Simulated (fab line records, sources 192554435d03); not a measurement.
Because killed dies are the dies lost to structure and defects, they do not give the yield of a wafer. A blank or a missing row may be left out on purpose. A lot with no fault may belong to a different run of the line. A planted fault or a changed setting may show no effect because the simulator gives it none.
Split-lot study -- flow n5Finfet -- 7 lots, 21 wafers read, on a route of 1938 steps

THE SPLIT ITSELF
At N5_BEOL_M13_ILD_DEP_00 (deposits SiOC from DEMS/O2, target thk 837.92 nm, time 166.4 s), the setting timeS was moved away from the recipe's 166.4 s on 6 of the 21 wafers read, by +4.2% to +9.5%. All remaining wafers had this setting at the recipe value.

Split to reading: the file shows no intervening step.

THE READING
M13_ILD_THK (nm), taken at N5_BEOL_M13_THK_MEAS_01. Fault-free wafers of this fab line usually give 841 nm, standard deviation 10 nm.

wafer,"tool, chamber at the split","timeS as run, s",against the recipe,"M13_ILD_THK, nm",against lot-mates on the recipe
L077.1,"pecvd-03, 0",166.4,recipe,836,-
L077.5,"pecvd-03, 0",166.4,recipe,839,-
L077.6,"pecvd-03, 1",166.4,recipe,852,-
L084.2,"pecvd-03, 0",166.4,recipe,830,-
L084.5,"pecvd-03, 0",182.2,+9.5%,918,+88
L084.6,"pecvd-03, 1",182.2,+9.5%,920,+90
L086.2,"pecvd-02, 1",166.4,recipe,845,-
L086.5,"pecvd-02, 2",166.4,recipe,840,-
L086.6,"pecvd-02, 1",166.4,recipe,852,-
L087.1,"pecvd-02, 0",166.4,recipe,829,-
L087.3,"pecvd-02, 1",166.4,recipe,833,-
L087.4,"pecvd-02, 2",173.4,+4.2%,876,+45
L090.1,"pecvd-03, 2",166.4,recipe,838,-
L090.3,"pecvd-03, 1",166.4,recipe,840,-
L090.4,"pecvd-03, 0",181.3,+9.0%,919,+80
L094.2,"pecvd-04, 2",166.4,recipe,841,-
L094.4,"pecvd-04, 1",166.4,recipe,840,-
L094.5,"pecvd-04, 2",166.4,recipe,850,-
L096.2,"pecvd-03, 1",166.4,recipe,836,-
L096.5,"pecvd-03, 0",174.5,+4.9%,886,+50
L096.6,"pecvd-03, 1",174.5,+4.9%,896,+60

FIT RESULTS
A straight line over all 21 wafers: M13_ILD_THK changes by +8.7 nm for each +1% of timeS; r = +0.98; the points scatter about the line by 7 nm.
The same after taking each lot's own level away (the mean of its wafers on the recipe; 21 wafers): +9.53 nm for each +1%; r = +0.99; scatter 5.3 nm.
Per that fit: largest timeS move, reading shift of 91 nm.
Measured against the standard deviation above, the lots' own levels, which go from 830.0 to 845.7 nm, span 1.6 times it.
The two slopes are in agreement: the lot-to-lot level therefore moves the slope only a little.
Check: +92.4 nm against its lot-mates is what the line predicts for one of the wafers moved furthest among these (+9.5%) when that wafer is left out of the fit. It came out at +88 nm against them.

THE WHOLE CHAIN: every reading that the file lists as answering this split, in the file's order
step,what it does,reading,change (the file's fit),r (the file's)
N5_BEOL_M13_ILD_DEP_00,"deposits SiOC from DEMS/O2, target thk 837.92 nm, time 166.4 s","SiOC_of_BEOL_M13_ILD_DEP_00.thkNm (the simulator's own value, which no gauge read)",+9.55 nm for each +1% of the setting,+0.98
N5_BEOL_M13_THK_MEAS_01,,M13_ILD_THK,+9.53 for each +1% of the setting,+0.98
N5_BEOL_M13_VIA_ETCH_16,"etches SiOC in C4F8/O2/Ar, target depth 921.7 nm","etch.depthNm (the simulator's own value, which no gauge read)",+9.55 nm for each +1% of the setting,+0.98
N5_BEOL_M13_ETCH_38,"etches SiCN in CF4/N2, target depth 67.5 nm, time 71.9 s","SiOC_of_BEOL_M13_ILD_DEP_00.thkNm (the simulator's own value, which no gauge read)",+9.65 nm for each +1% of the setting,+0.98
N5_BEOL_M13_VIA_ETCH_16,"etches SiOC in C4F8/O2/Ar, target depth 921.7 nm","coat_of_BEOL_M13_COAT_04.thkNm (the simulator's own value, which no gauge read)","-2.97 nm for each +1% of the setting, in a fit together with spinRpm@BEOL_M13_COAT_04",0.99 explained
N5_BEOL_M13_STRIP_63,strips in N2/H2,stripTimeToEndpointS,"withheld for each +1% of the setting, in a fit together with spinRpm@BEOL_M13_COAT_04",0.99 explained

FILE'S OWN FIT
M13_ILD_THK changes by +9.53 nm for each +1% of timeS, r = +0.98.
